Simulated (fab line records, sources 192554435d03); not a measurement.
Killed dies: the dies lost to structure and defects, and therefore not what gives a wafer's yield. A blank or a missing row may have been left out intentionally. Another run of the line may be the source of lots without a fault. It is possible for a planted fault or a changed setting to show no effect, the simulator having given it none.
Which tool is to blame?	flow n5-finfet	11 lots with 32 wafers sampled at 4 steps, on a route of 1938 steps

## WHAT THE GAUGES READ, wafer by wafer
Not one reading of a measure or inspect step in the record can be checked against a usual standard deviation.

## WHAT TOOL EACH LOT RAN ON (gives the tool, then ch and the chambers of the sampled wafers, and finally the start)
lot	N5_BEOL_M1_TRENCH_ETCH_37	N5_MIM_BOT_LITHO_DESCUM_10	N5_PASSIVATION_DESCUM_32	N5_PASSIVATION_PROBE_49
L617	rie-diel-01 ch 1,2,3, day 6 11:58	rie-diel-04 ch 0,1, day 13 20:16	rie-diel-04 ch 2,3, day 14 01:36	prober-02, day 14 06:33
L616	rie-diel-01 ch 0,3, day 6 16:45	rie-diel-04 ch 0,2,3, day 13 03:04	rie-diel-04 ch 0,1,3, day 13 09:40	-
L619	rie-diel-02 ch 0,2,3, day 7 03:09	rie-diel-05 ch 0,1,2, day 13 22:57	rie-diel-04 ch 0,3, day 14 02:15	-
L620	rie-diel-01 ch 1,2,3, day 7 17:09	rie-diel-06 ch 1,3, day 13 22:22	rie-diel-05 ch 0,1,2, day 14 01:46	prober-02, day 14 07:45
L621	rie-diel-01 ch 0,1,2, day 8 03:23	rie-diel-05 ch 0,1,3, day 14 03:16	rie-diel-06 ch 0,1,3, day 14 07:12	prober-01, day 14 12:05
L622	rie-diel-01 ch 0,1,2, day 8 03:47	rie-diel-06 ch 0,1,3, day 14 02:55	rie-diel-04 ch 1,2, day 14 06:32	prober-02, day 14 11:23
L623	rie-diel-03 ch 0,1,3, day 8 06:31	rie-diel-06 ch 0,1, day 14 04:43	rie-diel-04 ch 0,1, day 14 08:52	prober-02, day 14 13:50
L627	rie-diel-03 ch 2,3, day 10 14:07	rie-diel-04 ch 0,3, day 16 04:14	rie-diel-04 ch 0,3, day 16 08:14	-
L630	rie-diel-01 ch 0,2,3, day 10 16:13	rie-diel-06 ch 1,2,3, day 16 01:08	rie-diel-04 ch 0,2,3, day 16 04:46	prober-02, day 16 09:38
L631	rie-diel-01 ch 0,2,3, day 10 19:58	rie-diel-06 ch 2,3, day 16 16:17	rie-diel-04 ch 2,3, day 16 22:16	prober-01, day 17 03:47
L634	rie-diel-02 ch 0, day 11 15:43	rie-diel-04 ch 0,3, day 18 05:02	rie-diel-05 ch 3, day 18 09:37	-
- N5_BEOL_M1_TRENCH_ETCH_37: etches SiOC in C4F6/O2, target depth 55.207 nm, time 29 s.
- N5_MIM_BOT_LITHO_DESCUM_10: chemistry O2, time 7.9 s.
- N5_PASSIVATION_DESCUM_32: chemistry O2, time 7.9 s.
- N5_PASSIVATION_PROBE_49

## WHAT THE TOOLS THEMSELVES READ (means of the sampled wafers that have a number; where no wafer has one, the mark that the record gives instead)
N5_BEOL_M1_TRENCH_ETCH_37. Usual: bias-w 185.0 W, standard deviation 0.57; drypump-motor-current-A 5.8 A, standard deviation 0.5; oes-product-au 0.81 a.u., standard deviation 0.094; rf-vpp-V 659 V, standard deviation 10; showerhead-plenum-p-Torr 2.85 Torr, standard deviation 0.078; throttle-valve-pct 20.8 %, standard deviation 0.32.
lot	tool	bias-w (W)	drypump-motor-current-A (A)	oes-product-au (a.u.)	rf-vpp-V (V)	showerhead-plenum-p-Torr (Torr)	throttle-valve-pct (%)	flag
L617	rie-diel-01	184.7	5.6	0.85	665	2.91	20.6	
L616	rie-diel-01	185.2	5.7	0.75	673	2.83	20.8	
L619	rie-diel-02	185.0	6.1	0.78	662	2.78	21.0	
L620	rie-diel-01	185.2	5.6	0.83	665	2.90	20.6	
L621	rie-diel-01	184.5	6.0	0.87	656	2.92	20.5	
L622	rie-diel-01	184.6	6.0	0.87	657	2.92	20.5	
L623	rie-diel-03	184.6	5.9	0.82	657	2.91	20.9	
L627	rie-diel-03	185.4	6.1	0.78	655	2.88	20.7	
L630	rie-diel-01	184.6	5.9	0.85	667	2.85	20.5	
L631	rie-diel-01	185.6	5.9	0.85	668	2.84	20.6	
L634	rie-diel-02	185.2	5.6	0.90	653	2.79	20.8	

N5_MIM_BOT_LITHO_DESCUM_10. Usual: drypump-motor-current-A 5.6 A, standard deviation 0.47; oes-product-au 0.79 a.u., standard deviation 0.081; rf-vpp-V 243.3 V, standard deviation 1.5; showerhead-plenum-p-Torr 2.10 Torr, standard deviation 0.075; throttle-valve-pct 20.41 %, standard deviation 0.28.
lot	tool	drypump-motor-current-A (A)	oes-product-au (a.u.)	rf-vpp-V (V)	showerhead-plenum-p-Torr (Torr)	throttle-valve-pct (%)	flag
L617	rie-diel-04	5.1	0.75	243.7	2.11	20.21	
L616	rie-diel-04	5.5	0.76	244.0	2.06	20.49	
L619	rie-diel-05	5.6	0.82	243.8	2.11	20.36	
L620	rie-diel-06	5.9	0.75	243.4	2.13	20.70	
L621	rie-diel-05	5.7	0.83	243.2	2.09	20.49	
L622	rie-diel-06	5.9	0.78	243.6	2.13	20.59	
L623	rie-diel-06	5.8	0.81	244.0	2.13	20.44	
L627	rie-diel-04	5.4	0.72	242.6	2.01	20.54	
L630	rie-diel-06	5.6	0.78	243.4	2.08	20.45	
L631	rie-diel-06	5.7	0.78	242.9	2.14	20.53	
L634	rie-diel-04	5.3	0.72	241.6	2.02	20.48	

N5_PASSIVATION_DESCUM_32. Usual: drypump-motor-current-A 5.5 A, standard deviation 0.48; oes-product-au 0.78 a.u., standard deviation 0.077; rf-vpp-V 243.2 V, standard deviation 1.4; showerhead-plenum-p-Torr 2.09 Torr, standard deviation 0.072; throttle-valve-pct 20.41 %, standard deviation 0.27.
lot	tool	drypump-motor-current-A (A)	oes-product-au (a.u.)	rf-vpp-V (V)	showerhead-plenum-p-Torr (Torr)	throttle-valve-pct (%)	flag
L617	rie-diel-04	5.8	0.74	241.7	2.07	20.65	
L616	rie-diel-04	5.5	0.74	243.2	2.07	20.35	
L619	rie-diel-04	5.4	0.74	242.0	2.02	20.51	
L620	rie-diel-05	5.6	0.82	244.0	2.11	20.37	
L621	rie-diel-06	5.9	0.77	244.2	2.13	20.58	
L622	rie-diel-04	5.8	0.73	243.5	2.12	20.49	
L623	rie-diel-04	5.6	0.72	243.4	2.12	20.20	
L627	rie-diel-04	5.1	0.75	242.7	2.05	20.40	
L630	rie-diel-04	5.4	0.74	242.4	2.05	20.53	
L631	rie-diel-04	5.8	0.71	242.6	2.01	20.68	
L634	rie-diel-05	5.5	0.84	243.4	2.13	20.45	

N5_PASSIVATION_PROBE_49. Usual: defect-limited-yield 91.0 %, standard deviation 1.6; killed_at_M0_to_M3 35, standard deviation 11; killed_at_M4_up 14, standard deviation 5.3; killed-at-contacts 13, standard deviation 6.7; killed-at-front-end 41, standard deviation 12; killed-at-other 3.9, standard deviation 2.7; killed-dies 106, standard deviation 19; killed-on-rim 14, standard deviation 4; killed-open 70, standard deviation 14; killed-short 35, standard deviation 8.8; sort_bin_4_leakage 0.01 %, standard deviation 0.058; sort_bin_5_function 5.3 %, standard deviation 1; sort_bin_6_memory 3.3 %, standard deviation 0.81; sort-n-pass 1073, standard deviation 19; sort-yield-pct 91.0 %, standard deviation 1.6.
lot	tool	defect-limited-yield (%)	killed_at_M0_to_M3	killed_at_M4_up	killed-at-contacts	killed-at-front-end	killed-at-other	killed-dies	killed-on-rim	killed-open	killed-short	sort_bin_4_leakage (%)	sort_bin_5_function (%)	sort_bin_6_memory (%)	sort-n-pass	sort-yield-pct (%)	flag
L617	prober-02	90.9	38	7	16	40	5.3	107	15	70	34	0.00	5.9	2.8	1073	90.9	
L620	prober-02	91.5	48	9	14	27	2.0	100	13	68	31	0.00	4.8	3.4	1080	91.5	
L621	prober-01	91.2	35	17	6	43	2.3	104	16	72	31	0.00	5.5	3.1	1076	91.2	
L622	prober-02	89.8	50	12	20	37	1.7	120	17	78	40	0.00	6.5	3.4	1060	89.8	
L623	prober-02	89.9	24	13	17	60	6.3	119	13	66	50	0.00	5.6	3.9	1061	89.9	
L630	prober-02	85.2	117	15	11	32	1.0	175	14	54	25	0.00	9.3	4.0	1005	85.2	OFF
L631	prober-01	85.0	113	14	13	30	6.7	177	15	66	23	0.00	9.5	4.2	1003	85.0	OFF

## THE ANSWER, worked out from the rows above alone
Rule: lot off if the mean of its wafers having a number is beyond 3 standard deviations from the usual mean. A lot without any number at a reading at which 4 lots or more have one is off too. Where the step has rows for the other lots, those lots are counted as sound. The gauges are gone through in route order, then the tools' own readings, and for those a lot's mean is taken as printed above. The first step at which some lot is off is used, and at that step the reading that is off furthest; a lot without a number counts as furthest.
Off, at N5_PASSIVATION_PROBE_49 on killed_at_M0_to_M3: L630, L631. Neither off nor sound, because the step has no rows for them: L616, L619, L627, L634.
A tool fits if, at that step or a process step before it, it ran every lot that is off, and no sound lot after the first of them. Can't be told from this: 3 tools fit, rie-diel-01 at N5_BEOL_M1_TRENCH_ETCH_37, rie-diel-06 at N5_MIM_BOT_LITHO_DESCUM_10, rie-diel-04 at N5_PASSIVATION_DESCUM_32.

## WHAT THE SIMULATOR HAD PUT IN
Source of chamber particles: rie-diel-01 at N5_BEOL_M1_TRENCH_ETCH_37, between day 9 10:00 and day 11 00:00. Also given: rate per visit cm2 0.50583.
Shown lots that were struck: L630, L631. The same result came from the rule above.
